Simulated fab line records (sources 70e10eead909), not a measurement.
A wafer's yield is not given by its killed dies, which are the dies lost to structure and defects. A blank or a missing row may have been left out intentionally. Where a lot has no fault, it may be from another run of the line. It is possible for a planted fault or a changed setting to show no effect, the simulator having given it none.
Which of the tools did it?	flow nand harc	21 lots with 63 wafers sampled at 6 steps, on a route of 1159 steps

== WHAT EACH GAUGE READ, for each wafer ==
Not one reading of a measure or inspect step in the record can be checked against a usual standard deviation.

== WHICH TOOL RAN EACH LOT (tool, then ch and the chambers of the sampled wafers, then the start) ==
lot	NHARC_A_CHANNEL_FILL_D1_RTA_24	NHARC_A_STAIRCASE_ETCH_170	NHARC_A_STAIRCASE_ETCH_27	NHARC_A_STAIRCASE_TRIM_222	NHARC_A_STAIRCASE_DESCUM_291	NHARC_A_STAIRCASE_ETCH_292
L075	rtp anneal-01 ch 0, day 10 12:49	rie diel-08 ch 0,1,2, day 11 11:18 or earlier	rie diel-01 ch 1,2,3, day 11 11:18 or earlier	rie diel-08 ch 1,3, day 11 11:18 or earlier	rie diel-01 ch 0,1,2, day 11 11:18	rie diel-01 ch 0,1,2, day 11 11:26
L074	rtp anneal-01 ch 0, day 10 16:22	rie diel-09 ch 1,3, day 11 12:44 or earlier	rie diel-01 ch 0,3, day 11 12:44 or earlier	rie diel-01 ch 0,2, day 11 12:44 or earlier	rie diel-08 ch 0,1,2, day 11 12:44	rie diel-08 ch 2,3, day 11 12:50
L077	rtp anneal-02 ch 0, day 11 06:19	rie diel-09 ch 0,2,3, day 12 02:33 or earlier	rie diel-09 ch 0,1,3, day 12 02:33 or earlier	rie diel-01 ch 0,2,3, day 12 02:33 or earlier	rie diel-01 ch 0,1,3, day 12 02:33	rie diel-01 ch 1,2,3, day 12 02:38
L076	rtp anneal-01 ch 0, day 11 06:23	rie diel-08 ch 0,2,3, day 12 03:48 or earlier	rie diel-08 ch 0,3, day 12 03:48 or earlier	rie diel-01 ch 1,2,3, day 12 03:48 or earlier	rie diel-08 ch 1,2, day 12 03:48	rie diel-08 ch 1,2,3, day 12 03:54
L079	rtp anneal-01 ch 0, day 11 23:29	rie diel-01 ch 0,2,3, day 12 20:41 or earlier	rie diel-09 ch 1,2, day 12 20:41 or earlier	rie diel-08 ch 2,3, day 12 20:41 or earlier	rie diel-01 ch 2,3, day 12 20:41	rie diel-01 ch 1,2,3, day 12 20:48
L078	rtp anneal-02 ch 0, day 11 23:34	rie diel-09 ch 0,3, day 12 19:07 or earlier	rie diel-08 ch 0,1,2, day 12 19:07 or earlier	rie diel-09 ch 0,3, day 12 19:07 or earlier	rie diel-09 ch 0,1,3, day 12 19:07	rie diel-09 ch 0,1,3, day 12 19:13
L080	rtp anneal-01 ch 0, day 12 04:31	rie diel-01 ch 1,2,3, day 13 02:49 or earlier	rie diel-08 ch 0,1,3, day 13 02:49 or earlier	rie diel-01 ch 0,1,3, day 13 02:49 or earlier	rie diel-01 ch 0,1,2, day 13 02:49	rie diel-01 ch 0,1,2, day 13 02:54
L081	rtp anneal-02 ch 0, day 12 15:02	rie diel-01 ch 0,1, day 13 14:04 or earlier	rie diel-08 ch 0,1,3, day 13 14:04 or earlier	rie diel-09 ch 1,2,3, day 13 14:04 or earlier	rie diel-09 ch 0,3, day 13 14:04	rie diel-09 ch 1,3, day 13 14:12
L084	rtp anneal-02 ch 0, day 13 01:10	rie diel-09 ch 1,2,3, day 13 23:12 or earlier	rie diel-08 ch 1,3, day 13 23:12 or earlier	rie diel-09 ch 0,1, day 13 23:12 or earlier	rie diel-08 ch 0,1,3, day 13 23:12	rie diel-08 ch 1,2,3, day 13 23:18
L083	rtp anneal-02 ch 0, day 13 01:18	rie diel-09 ch 2,3, day 13 23:24 or earlier	rie diel-09 ch 1,2, day 13 23:24 or earlier	rie diel-09 ch 0,1,3, day 13 23:24 or earlier	rie diel-08 ch 0,3, day 13 23:24	rie diel-08 ch 1,2, day 13 23:39
L086	rtp anneal-02 ch 0, day 14 01:44	rie diel-08 ch 0,1,3, day 14 22:25 or earlier	rie diel-08 ch 0,1,2, day 14 22:25 or earlier	rie diel-01 ch 2,3, day 14 22:25 or earlier	rie diel-08 ch 0,3, day 14 22:25	rie diel-08 ch 1,2,3, day 14 22:38
L085	rtp anneal-01 ch 0, day 14 01:53	rie diel-09 ch 0,1, day 14 21:58 or earlier	rie diel-09 ch 0,2,3, day 14 21:58 or earlier	rie diel-08 ch 0,2,3, day 14 21:58 or earlier	rie diel-01 ch 0,1, day 14 21:58	rie diel-01 ch 0,2, day 14 22:08
L088	rtp anneal-02 ch 0, day 14 08:17	rie diel-08 ch 1,2,3, day 15 06:30 or earlier	rie diel-01 ch 0,1,2, day 15 06:30 or earlier	rie diel-08 ch 1,2,3, day 15 06:30 or earlier	rie diel-08 ch 0,1,2, day 15 06:30	rie diel-08 ch 0,2,3, day 15 06:35
L089	rtp anneal-01 ch 0, day 14 08:19	rie diel-09 ch 2,3, day 15 05:35 or earlier	rie diel-08 ch 2,3, day 15 05:35 or earlier	rie diel-01 ch 1,2, day 15 05:35 or earlier	rie diel-01 ch 1,2, day 15 05:35	rie diel-01 ch 0,1, day 15 05:40
L090	rtp anneal-01 ch 0, day 14 18:23	rie diel-01 ch 0,1,2, day 15 16:17 or earlier	rie diel-09 ch 0,3, day 15 16:17 or earlier	rie diel-01 ch 0,1, day 15 16:17 or earlier	rie diel-09 ch 1,2, day 15 16:17	rie diel-09 ch 0,1,2, day 15 16:22
L092	rtp anneal-01 ch 0, day 15 06:46	rie diel-08 ch 0,1,3, day 16 06:39 or earlier	rie diel-08 ch 0,2,3, day 16 06:39 or earlier	rie diel-08 ch 0,1,3, day 16 06:39 or earlier	rie diel-08 ch 0,2,3, day 16 06:39	rie diel-08 ch 1,2,3, day 16 06:44
L093	rtp anneal-01 ch 0, day 15 10:29	rie diel-08 ch 0,1,3, day 16 13:11 or earlier	rie diel-01 ch 0,1,2, day 16 13:11 or earlier	rie diel-09 ch 2,3, day 16 13:11 or earlier	rie diel-09 ch 0,2,3, day 16 13:11	rie diel-09 ch 0,1,2, day 16 13:17
L096	rtp anneal-01 ch 0, day 15 21:08	rie diel-08 ch 1,3, day 16 17:14 or earlier	rie diel-08 ch 0,2,3, day 16 17:14 or earlier	rie diel-09 ch 0,1, day 16 17:14 or earlier	rie diel-08 ch 0,3, day 16 17:14	rie diel-08 ch 1,3, day 16 17:22
L094	rtp anneal-02 ch 0, day 15 21:10	rie diel-09 ch 1,2,3, day 16 18:25 or earlier	rie diel-08 ch 0,2, day 16 18:25 or earlier	rie diel-09 ch 1,2,3, day 16 18:25 or earlier	rie diel-01 ch 0,2,3, day 16 18:25	rie diel-01 ch 0,1,2, day 16 18:31
L095	rtp anneal-02 ch 0, day 16 00:49	rie diel-08 ch 0,1,2, day 16 22:25 or earlier	rie diel-08 ch 0,3, day 16 22:25 or earlier	rie diel-08 ch 0,3, day 16 22:25 or earlier	rie diel-08 ch 2,3, day 16 22:25	rie diel-08 ch 0,3, day 16 22:31
L097	rtp anneal-02 ch 0, day 16 20:20	rie diel-01 ch 2,3, day 17 17:11 or earlier	rie diel-08 ch 0,1,3, day 17 17:11 or earlier	rie diel-08 ch 1,3, day 17 17:11 or earlier	rie diel-09 ch 0,2, day 17 17:11	rie diel-09 ch 0,2, day 17 17:17
- NHARC_A_CHANNEL_FILL_D1_RTA_24: time 5 s.
- NHARC_A_STAIRCASE_ETCH_170: etches the open film in C4F6/O2, target depth 200 nm, time 66.667 s.
- NHARC_A_STAIRCASE_ETCH_27: etches the open film in C4F8/O2, target depth 100 nm, time 40.5 s.
- NHARC_A_STAIRCASE_TRIM_222: chemistry O2, time 211.2 s.
- NHARC_A_STAIRCASE_DESCUM_291: chemistry O2, time 3 s.
- NHARC_A_STAIRCASE_ETCH_292: etches the open film in CF4/CHF3.

== WHAT THE TOOLS THEMSELVES READ (means of the sampled wafers that have a number; where no wafer has one, the mark that the record gives instead) ==
NHARC_A_CHANNEL_FILL_D1_RTA_24. Usual: lamp power pct 27.8 %, standard deviation 0.78; wafer_temp_C_max 1004.4, standard deviation 0.96.
lot	tool	lamp power pct (%)	wafer_temp_C_max	flag
L075	rtp anneal-01	27.1	1004.6	
L074	rtp anneal-01	27.1	1003.4	
L077	rtp anneal-02	28.7	1004.4	
L076	rtp anneal-01	27.1	1003.8	
L079	rtp anneal-01	27.1	1003.3	
L078	rtp anneal-02	28.7	1004.5	
L080	rtp anneal-01	27.0	1004.9	
L081	rtp anneal-02	28.7	1005.0	
L084	rtp anneal-02	28.7	1003.8	
L083	rtp anneal-02	28.7	1005.2	
L086	rtp anneal-02	28.7	1005.2	
L085	rtp anneal-01	27.1	1004.4	
L088	rtp anneal-02	28.7	1005.3	
L089	rtp anneal-01	27.1	1003.7	
L090	rtp anneal-01	27.1	1003.9	
L092	rtp anneal-01	27.1	1004.0	
L093	rtp anneal-01	27.1	1003.9	
L096	rtp anneal-01	27.1	1003.6	
L094	rtp anneal-02	28.7	1004.7	
L095	rtp anneal-02	28.6	1004.5	
L097	rtp anneal-02	28.7	1004.7	

NHARC_A_STAIRCASE_ETCH_170. Usual: drypump motor current A 5.6 A, standard deviation 0.31; mfc ar sccm 499.8 sccm, standard deviation 1.4; oes product au 0.966 a.u., standard deviation 0.016; rf vpp V 546.4 V, standard deviation 2.8; showerhead plenum p Torr 3.90 Torr, standard deviation 0.14; throttle valve pct 26.904 %, standard deviation 0.0091.
lot	tool	drypump motor current A (A)	mfc ar sccm (sccm)	oes product au (a.u.)	rf vpp V (V)	showerhead plenum p Torr (Torr)	throttle valve pct (%)	flag
L075	rie diel-08	5.6	500.3	0.975	546.2	3.89	26.908	
L074	rie diel-09	5.7	498.9	0.938	548.2	3.97	26.912	
L077	rie diel-09	5.5	501.7	0.936	545.9	3.89	26.907	
L076	rie diel-08	5.7	500.1	0.971	544.5	3.83	26.902	
L079	rie diel-01	5.4	499.0	0.961	548.5	4.00	26.899	
L078	rie diel-09	5.3	498.5	0.969	546.8	3.91	26.901	
L080	rie diel-01	5.4	500.9	0.942	549.9	4.09	26.905	
L081	rie diel-01	5.6	500.6	0.970	549.1	4.02	26.897	
L084	rie diel-09	5.7	501.4	0.970	546.9	3.91	26.902	
L083	rie diel-09	5.7	499.9	0.967	545.4	3.85	26.901	
L086	rie diel-08	5.7	499.0	0.942	543.9	3.76	26.905	
L085	rie diel-09	5.4	498.9	0.971	546.4	3.89	26.910	
L088	rie diel-08	5.6	500.4	0.973	546.0	3.87	26.907	
L089	rie diel-09	5.9	499.5	0.966	547.5	3.93	26.906	
L090	rie diel-01	5.6	500.8	0.974	548.7	4.03	26.906	
L092	rie diel-08	5.7	499.5	0.959	543.5	3.76	26.897	
L093	rie diel-08	5.7	498.9	0.964	542.6	3.76	26.901	
L096	rie diel-08	5.7	498.9	0.976	543.4	3.74	26.908	
L094	rie diel-09	5.7	500.6	0.965	546.3	3.89	26.907	
L095	rie diel-08	5.6	498.8	0.979	546.5	3.87	26.903	
L097	rie diel-01	5.2	500.7	0.972	548.1	4.02	26.906	

NHARC_A_STAIRCASE_ETCH_27. Usual: oes product au 0.937 a.u., standard deviation 0.012; rf vpp V 894 V, standard deviation 4.9.
lot	tool	oes product au (a.u.)	rf vpp V (V)	flag
L075	rie diel-01	0.942	901	
L074	rie diel-01	0.929	899	
L077	rie diel-09	0.940	896	
L076	rie diel-08	0.938	888	
L079	rie diel-09	0.943	892	
L078	rie diel-08	0.941	895	
L080	rie diel-08	0.932	890	
L081	rie diel-08	0.923	890	
L084	rie diel-08	0.934	892	
L083	rie diel-09	0.939	894	
L086	rie diel-08	0.943	894	
L085	rie diel-09	0.946	894	
L088	rie diel-01	0.952	900	
L089	rie diel-08	0.942	896	
L090	rie diel-09	0.941	895	
L092	rie diel-08	0.924	892	
L093	rie diel-01	0.933	900	
L096	rie diel-08	0.940	892	
L094	rie diel-08	0.935	892	
L095	rie diel-08	0.930	888	
L097	rie diel-08	0.939	890	

NHARC_A_STAIRCASE_TRIM_222. Usual: drypump motor current A 5.58 A, standard deviation 0.3; mfc ar sccm 0.005 sccm, standard deviation 0.0055; oes product au 0.998 a.u., standard deviation 0.0086; rf vpp V 57.7 V, standard deviation 0.83; showerhead plenum p Torr 3.53 Torr, standard deviation 0.14; throttle valve pct 17.035 %, standard deviation 0.0096.
lot	tool	drypump motor current A (A)	mfc ar sccm (sccm)	oes product au (a.u.)	rf vpp V (V)	showerhead plenum p Torr (Torr)	throttle valve pct (%)	flag
L075	rie diel-08	5.68	0.002	0.997	57.6	3.39	17.034	
L074	rie diel-01	5.58	0.004	1.009	58.0	3.57	17.036	
L077	rie diel-01	5.41	0.005	1.000	58.2	3.60	17.037	
L076	rie diel-01	5.44	0.005	0.997	58.3	3.69	17.044	
L079	rie diel-08	5.73	0.003	0.997	57.9	3.43	17.036	
L078	rie diel-09	5.31	0.011	1.004	58.4	3.52	17.024	
L080	rie diel-01	5.39	0.002	1.000	58.0	3.65	17.040	
L081	rie diel-09	5.75	0.003	0.993	58.2	3.51	17.035	
L084	rie diel-09	5.14	0.009	1.005	56.7	3.48	17.033	
L083	rie diel-09	5.52	0.007	0.998	57.4	3.53	17.034	
L086	rie diel-01	5.47	0.009	0.997	57.9	3.61	17.026	
L085	rie diel-08	5.71	0.008	0.987	57.5	3.43	17.039	
L088	rie diel-08	5.61	0.004	0.995	57.4	3.47	17.031	
L089	rie diel-01	5.65	0.004	1.004	57.6	3.71	17.035	
L090	rie diel-01	5.60	0.000	0.998	57.9	3.68	17.038	
L092	rie diel-08	5.66	0.007	0.997	57.8	3.37	17.033	
L093	rie diel-09	5.76	0.003	0.995	56.1	3.45	17.023	
L096	rie diel-09	5.19	0.009	0.999	56.7	3.46	17.035	
L094	rie diel-09	5.74	0.003	0.995	58.0	3.49	17.045	
L095	rie diel-08	5.79	0.005	0.991	56.9	3.31	17.040	
L097	rie diel-08	5.68	0.002	0.991	57.6	3.36	17.035	

NHARC_A_STAIRCASE_DESCUM_291. Usual: drypump motor current A 5.56 A, standard deviation 0.27; mfc ar sccm 0.006 sccm, standard deviation 0.0055; oes product au 0.998 a.u., standard deviation 0.0092; rf vpp V 57.8 V, standard deviation 0.88; showerhead plenum p Torr 1.91 Torr, standard deviation 0.08; throttle valve pct 11.312 %, standard deviation 0.0093.
lot	tool	drypump motor current A (A)	mfc ar sccm (sccm)	oes product au (a.u.)	rf vpp V (V)	showerhead plenum p Torr (Torr)	throttle valve pct (%)	flag
L075	rie diel-01	5.60	0.004	1.000	58.5	1.98	11.315	
L074	rie diel-08	5.61	0.010	1.004	58.6	1.89	11.320	
L077	rie diel-01	5.39	0.002	0.999	58.2	1.99	11.306	
L076	rie diel-08	5.48	0.006	1.008	57.9	1.92	11.309	
L079	rie diel-01	5.48	0.009	0.996	57.7	1.97	11.310	
L078	rie diel-09	5.52	0.007	0.993	57.9	1.92	11.303	
L080	rie diel-01	5.59	0.004	1.008	58.2	1.98	11.314	
L081	rie diel-09	5.29	0.011	0.994	57.2	1.90	11.314	
L084	rie diel-08	5.65	0.007	0.998	57.4	1.83	11.307	
L083	rie diel-08	5.78	0.005	0.992	56.3	1.80	11.318	
L086	rie diel-08	5.78	0.005	0.993	58.5	1.79	11.319	
L085	rie diel-01	5.57	0.000	0.997	58.2	2.00	11.307	
L088	rie diel-08	5.59	0.010	1.002	57.5	1.88	11.309	
L089	rie diel-01	5.62	0.004	0.996	58.4	2.02	11.309	
L090	rie diel-09	5.60	0.000	0.997	57.4	1.88	11.307	
L092	rie diel-08	5.69	0.008	0.988	57.6	1.85	11.316	
L093	rie diel-09	5.52	0.007	0.988	58.0	1.88	11.319	
L096	rie diel-08	5.76	0.011	0.988	57.7	1.79	11.309	
L094	rie diel-01	5.38	0.005	0.999	57.3	1.94	11.307	
L095	rie diel-08	5.64	0.005	1.000	57.2	1.91	11.312	
L097	rie diel-09	5.17	0.009	0.996	57.3	1.84	11.314	

NHARC_A_STAIRCASE_ETCH_292. Usual: drypump motor current A 5.56 A, standard deviation 0.27; mfc ar sccm 0.006 sccm, standard deviation 0.0057; oes product au 0.949 a.u., standard deviation 0.019; rf vpp V 370.4 V, standard deviation 2.2; showerhead plenum p Torr 1.57 Torr, standard deviation 0.063; throttle valve pct 16.803 %, standard deviation 0.0087.
lot	tool	drypump motor current A (A)	mfc ar sccm (sccm)	oes product au (a.u.)	rf vpp V (V)	showerhead plenum p Torr (Torr)	throttle valve pct (%)	flag
L075	rie diel-01	5.61	0.004	0.926	372.9	1.63	16.800	
L074	rie diel-08	5.62	0.005	0.969	370.5	1.57	16.798	
L077	rie diel-01	5.42	0.005	0.968	372.6	1.64	16.803	
L076	rie diel-08	5.59	0.004	0.958	370.5	1.55	16.811	
L079	rie diel-01	5.43	0.005	0.971	372.3	1.64	16.802	
L078	rie diel-09	5.50	0.007	0.939	370.9	1.58	16.801	
L080	rie diel-01	5.59	0.004	0.972	371.8	1.62	16.794	
L081	rie diel-09	5.88	0.005	0.922	371.5	1.60	16.797	
L084	rie diel-08	5.58	0.004	0.964	370.2	1.55	16.807	
L083	rie diel-08	5.53	0.007	0.938	371.2	1.60	16.805	
L086	rie diel-08	5.57	0.004	0.929	370.1	1.55	16.795	
L085	rie diel-01	5.63	0.007	0.938	370.8	1.60	16.812	
L088	rie diel-08	5.72	0.008	0.961	369.2	1.53	16.804	
L089	rie diel-01	5.59	0.000	0.962	372.5	1.64	16.810	
L090	rie diel-09	5.37	0.004	0.974	368.7	1.53	16.813	
L092	rie diel-08	5.57	0.004	0.922	369.9	1.55	16.807	
L093	rie diel-09	5.38	0.004	0.923	369.0	1.53	16.802	
L096	rie diel-08	5.67	0.002	0.937	367.8	1.50	16.801	
L094	rie diel-01	5.61	0.004	0.974	371.1	1.62	16.793	
L095	rie diel-08	5.78	0.011	0.972	367.4	1.48	16.801	
L097	rie diel-09	5.15	0.009	0.947	369.3	1.52	16.806	

== THE ANSWER, worked out from the rows above alone ==
Rule: take the mean of a lot's wafers that have a number; if it is more than 3 standard deviations from the usual mean, the lot is off. A lot without any number at a reading at which 4 lots or more have one is off too. All remaining lots with rows at the step are treated as sound. The gauges are gone through in route order, then the tools' own readings, and for those a lot's mean is taken as printed above. At the first step where some lot is off, the reading lying furthest off is the one used; lots without a number count as furthest.
No lot is off on any of the readings shown, so nothing can be concluded from this.

== WHAT THE SIMULATOR HAD PUT IN ==
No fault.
